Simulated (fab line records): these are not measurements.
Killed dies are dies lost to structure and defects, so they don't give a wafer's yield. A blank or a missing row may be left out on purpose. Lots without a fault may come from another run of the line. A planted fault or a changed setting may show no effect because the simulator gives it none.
A lot that was struck, set against a sound lot -- flow nand harc -- 40 out of 1302 route steps
Sound: the wafers L410.1, L410.5, L410.6. Struck: wafers L413.3, L413.4, L413.5. At the end, the cause is stated.
Each step with rows lists, per side, the tool, then ch with its chambers, then its first start. Under that, the readings that differ: sound wafers -- struck wafers -- difference of the means -- sigmas: that difference in standard deviations of wafers without a fault.
alike: words and numbers the same on both sides, and readings whose means are apart by under 2 such deviations; not compared: readings that were withheld, readings missing a value for some wafer, numbers with overlapping values and no deviation given by the record, and bounds like >300 which may hide the same value.
The two part at a step that has a row with sigmas, a row that says differs or no value, or rows on one side only. Numbers that have no deviation but don't overlap get no sigmas and don't part them. A reading that every wafer of one side lacks parts them only if that side has two wafers or more.

NHARC_A_BONDPAD_THK_MEAS_20: measures by xrf.
  sound on film metro-02, day 26 00:59; struck on film metro-02, day 27 10:24
  alike: thk nm
then, 1 step without rows for these wafers: NHARC_A_BONDPAD_SRD_21 (time 30 s, dry time 20 s).
NHARC_A_BONDPAD_INSPECT_23:
  sound on defect inspect-01, day 26 01:13; struck on defect inspect-02, day 27 10:37
  alike: raw defect count
NHARC_HYBRID_BOND_ACTIVATE_00: chemistry N2, time 60 s.
  sound on rie diel-06 ch 1,3, day 26 01:18; struck on rie diel-13 ch 0,2, day 27 10:40
  alike: drypump motor current A, oes product au, rf vpp V, showerhead plenum p Torr
  not compared: rf hours counter h
then, 4 steps without rows for these wafers: NHARC_HYBRID_BOND_PRECLEAN_01 (cleans in DIW, time 300 s); NHARC_HYBRID_BOND_SRD_02 (time 30 s, dry time 20 s); NHARC_HYBRID_BOND_BOND_03; NHARC_HYBRID_BOND_ANNEAL_04 (time 7200 s).
NHARC_HYBRID_BOND_OVL_MEAS_05:
  sound on overlay-02, day 26 11:13; struck on overlay-01, day 27 19:14
  alike: overlay x nm, overlay y nm
NHARC_HYBRID_BOND_INSPECT_06: inspects for defects (ir void).
  sound on defect inspect-01, day 26 11:16; struck on defect inspect-01, day 27 19:17
  alike: raw defect count
NHARC_THIN_TSV_GRIND_00:
  sound on grinder-01 ch 0, day 26 11:25; struck on grinder-01 ch 0, day 27 21:02
  alike: motor current A
then, 13 steps without rows for these wafers: NHARC_THIN_TSV_CMP_01 (polishes); NHARC_THIN_TSV_SRD_03; NHARC_THIN_TSV_PRECLEAN_41 (cleans in SC1); NHARC_THIN_TSV_SRD_42; NHARC_THIN_TSV_DEP_43 (deposits SiO2, target thk 1328.5 nm); NHARC_THIN_TSV_DEHYDRATE_04 (time 120 s); NHARC_THIN_TSV_HMDS_05 (time 30 s); NHARC_THIN_TSV_COAT_06; NHARC_THIN_TSV_SOFTBAKE_07 (time 95 s); NHARC_THIN_TSV_EBR_08; NHARC_THIN_TSV_EXPOSE_09 (exposes mask TSV); NHARC_THIN_TSV_PEB_10 (peb time 85 s); NHARC_THIN_TSV_DEVELOP_11 (time 70 s).
NHARC_THIN_TSV_CD_MEAS_12: the cd target is 1000 nm.
  sound on cd sem-02 ch 0, day 26 13:57; struck on cd sem-03 ch 0, day 27 23:03
reading,sound,struck,difference,sigmas
cd nm (nm),998.6 1002.5 999.8,995.6 996.5 997.3,-3.8,-2
then, 4 steps without rows for these wafers: NHARC_THIN_TSV_HARDBAKE_13 (time 80 s); NHARC_THIN_TSV_DESCUM_14 (chemistry O2, time 3 s); NHARC_THIN_TSV_ETCH_44 (etches the open film in CF4/O2, target depth 1594.2 nm, time 797.1 s); NHARC_THIN_TSV_ETCH_15 (target depth 3000 nm, bosch target overetch cycles 2, bosch etch step 2.8 s).
NHARC_THIN_TSV_CD_MEAS_16:
  sound on cd sem-03, day 26 14:56; struck on cd sem-01, day 28 00:01
  alike: cd nm
then, 3 steps without rows for these wafers: NHARC_THIN_TSV_STRIP_45 (strips in O2); NHARC_THIN_TSV_STRIP_46 (strips in post etch residue remover, time 1200 s); NHARC_THIN_TSV_DEP_47 (deposits SiO2, target thk 200 nm).
NHARC_THIN_TSV_ETCHBACK_48: etches the open film in C4F8/Ar, target depth 1028.5 nm, time 405.17 s.
  sound on rie diel-09 ch 0,1, day 26 16:26; struck on rie diel-11 ch 0,1,3, day 28 01:19
  alike: oes product au, rf vpp V
  not compared: rf hours counter h
then, 2 steps without rows for these wafers: NHARC_THIN_TSV_STRIP_62 (strips in N2/H2, time 20 s); NHARC_THIN_TSV_DEGAS_49 (time 120 s).
NHARC_THIN_TSV_PRE_CLEAN_50: time 30 s.
  sound on pvd sputter-02; struck on pvd sputter-02
  alike: heater power w
NHARC_THIN_TSV_PVD_19: deposits TaN, target thk 20 nm.
  sound on pvd sputter-02; struck on pvd sputter-02
  alike: chamber pressure pa, throttle valve pct
NHARC_THIN_TSV_PVD_51: deposits Cu, target thk 100 nm.
  sound on pvd sputter-02; struck on pvd sputter-02
  alike: chamber pressure pa, throttle valve pct
NHARC_END_SORT_01:
  sound on prober-01 ch 0, day 27 08:09; struck on prober-01 ch 0, day 28 14:27
reading,sound,struck,difference,sigmas
defect limited yield (%),92 93 93,0 0 0,-93,-26
killed at other,2 0 2,640 647 643,+642,+99 or more
killed dies,53 47 48,677 677 677,+628,+26
  alike: killed at array, killed at periphery, killed open, killed short

== WHERE THEY PART ==
At NHARC_THIN_TSV_CD_MEAS_12 first; at NHARC_END_SORT_01 last (within this record only).

WHY: what the simulator had put in
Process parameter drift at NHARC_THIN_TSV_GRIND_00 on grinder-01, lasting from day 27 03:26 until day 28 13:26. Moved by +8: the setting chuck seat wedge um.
